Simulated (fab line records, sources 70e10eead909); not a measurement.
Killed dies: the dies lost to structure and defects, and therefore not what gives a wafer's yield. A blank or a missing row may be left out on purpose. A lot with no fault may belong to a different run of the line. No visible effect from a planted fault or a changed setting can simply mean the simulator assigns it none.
A lot that was struck, set against a sound lot	flow nand harc	15 out of 1159 route steps
Sound: these wafers, L645.1, L645.2, L645.4. Wafers L636.1, L636.2, L636.5 were the ones struck. The cause is named last.
Each step with rows lists, per side, the tool, then ch with its chambers, then its first start. Under that, the readings that differ: sound wafers	struck wafers	difference of the means	sigmas: that difference in standard deviations of wafers without a fault.
alike: words and numbers the same on both sides, and readings whose means are apart by under 2 such deviations; not compared: readings that were withheld, readings missing a value for some wafer, numbers with overlapping values and no deviation given by the record, and bounds like >300 which may hide the same value.
The two part at a step that has a row with sigmas, a row that says differs or no value, or rows on one side only. When numbers do not overlap yet have no deviation, they are printed without sigmas and do not part them. A reading missing from all wafers of one side parts the sides only when that side holds two or more wafers.

first, 6 steps without rows for these wafers: NHARC_A_CHANNEL_HOLE_D1_COAT_04 (resist thk 90 nm); NHARC_A_CHANNEL_HOLE_D1_SOFTBAKE_05 (time 55 s); NHARC_A_CHANNEL_HOLE_D1_EBR_06; NHARC_A_CHANNEL_HOLE_D1_EXPOSE_07 (exposes mask HOLE D1, target cd 100 nm); NHARC_A_CHANNEL_HOLE_D1_PEB_08 (peb time 65 s); NHARC_A_CHANNEL_HOLE_D1_DEVELOP_09 (develop time 35 s).
NHARC_A_CHANNEL_HOLE_D1_CD_MEAS_10: the cd target is 100 nm.
  sound on cd sem-02 ch 0, day 12 12:02; struck on cd sem-03 ch 0, day 10 05:23
  alike: cd nm
NHARC_A_CHANNEL_HOLE_D1_OVL_MEAS_11:
  struck on overlay-02, day 10 05:28; sound on overlay-01, day 12 12:07
reading	sound	struck	difference	sigmas
overlay y nm (nm)	1.1 1.4 0.9	-0.8 -1.1 -1.3	-2.2	-3
  alike: overlay x nm
NHARC_A_CHANNEL_HOLE_D1_INSPECT_12:
  struck on defect inspect-01, day 10 05:31; sound on defect inspect-02, day 12 12:09
  alike: raw defect count
NHARC_A_CHANNEL_HOLE_D1_DESCUM_15: chemistry O2, time 3 s.
  sound on rie diel-02 ch 0,1,3, day 12 12:13; struck on rie diel-09 ch 0,1,3, day 10 05:34
  alike: drypump motor current A, oes product au, rf vpp V, showerhead plenum p Torr, throttle valve pct
  not compared: rf hours counter h
NHARC_A_CHANNEL_HOLE_D1_ETCH_38: etches the open film in CF4, target depth 39 nm, time 65 s.
  sound on rie diel-02 ch 0,2,3, day 12 12:18; struck on rie diel-09 ch 0,2,3, day 10 05:39
  alike: bias w, cf4 flow sccm, drypump motor current A, oes product au, rf vpp V, showerhead plenum p Torr, throttle valve pct
  not compared: rf hours counter h
NHARC_A_CHANNEL_HOLE_D1_ETCH_39: etches the open film in N2/H2, target depth 260 nm, time 325 s.
  sound on rie diel-02 ch 1,2,3; struck on rie diel-09 ch 0,2
  alike: bias w, chamber pressure mTorr, drypump motor current A, oes product au, rf vpp V, showerhead plenum p Torr, throttle valve pct
  not compared: rf hours counter h
NHARC_A_CHANNEL_HOLE_D1_ETCH_34: etches the open film in CF4/CHF3, target depth 154 nm, time 77 s.
  sound on rie diel-02 ch 0,1,3, day 12 12:40; struck on rie diel-09 ch 0,1,2, day 10 06:01
  no value came back on the struck wafers for any of 8 readings (bias w (W), cf4 flow sccm (sccm) and others); on the sound wafers bias w (W) reads 200.0 200.2 199.4
NHARC_A_CHANNEL_HOLE_D1_ETCH_16: etches the open film in O2/COS, target depth 3100 nm, time 806 s.
  sound on rie diel-02 ch 0,1,2; struck on rie diel-09 ch 1,3
reading	sound	struck	difference	sigmas
oes product au (a.u.)	1.001 0.991 0.990	1.014 1.032 1.030	+0.031	+2
rf vpp V (V)	310.7 313.0 310.8	316.7 315.9 317.3	+5.1	+2
showerhead plenum p Torr (Torr)	2.99 2.94 2.93	3.27 3.30 3.30	+0.34	+2
  alike: bias w, chamber pressure mTorr, drypump motor current A, throttle valve pct
  not compared: rf hours counter h
-- break in the record here, with 12 days between the starts of the struck wafers on either side (left off in module A_CHANNEL_HOLE_D1, picked up again in module END, where the first step shown is number 1159 on the route) --
NHARC_END_SORT_01:
  sound on prober-01 ch 0, day 23 14:10; struck on prober-02 ch 0, day 21 19:52
reading	sound	struck	difference	sigmas
hold	- - -	await dispo/2.6h/scrap await dispo/2.6h/scrap await dispo/2.6h/scrap	no value on the sound wafers	
killed at array	37 43 49	675 676 675	+632	+65
killed dies	40 50 55	677 677 677	+629	+65
  alike: killed at other, killed at periphery, killed open, killed short

== WHERE THEY PART ==
At NHARC_A_CHANNEL_HOLE_D1_OVL_MEAS_11 first; at NHARC_END_SORT_01 last (within this record only).

WHY: what had been put in by the simulator
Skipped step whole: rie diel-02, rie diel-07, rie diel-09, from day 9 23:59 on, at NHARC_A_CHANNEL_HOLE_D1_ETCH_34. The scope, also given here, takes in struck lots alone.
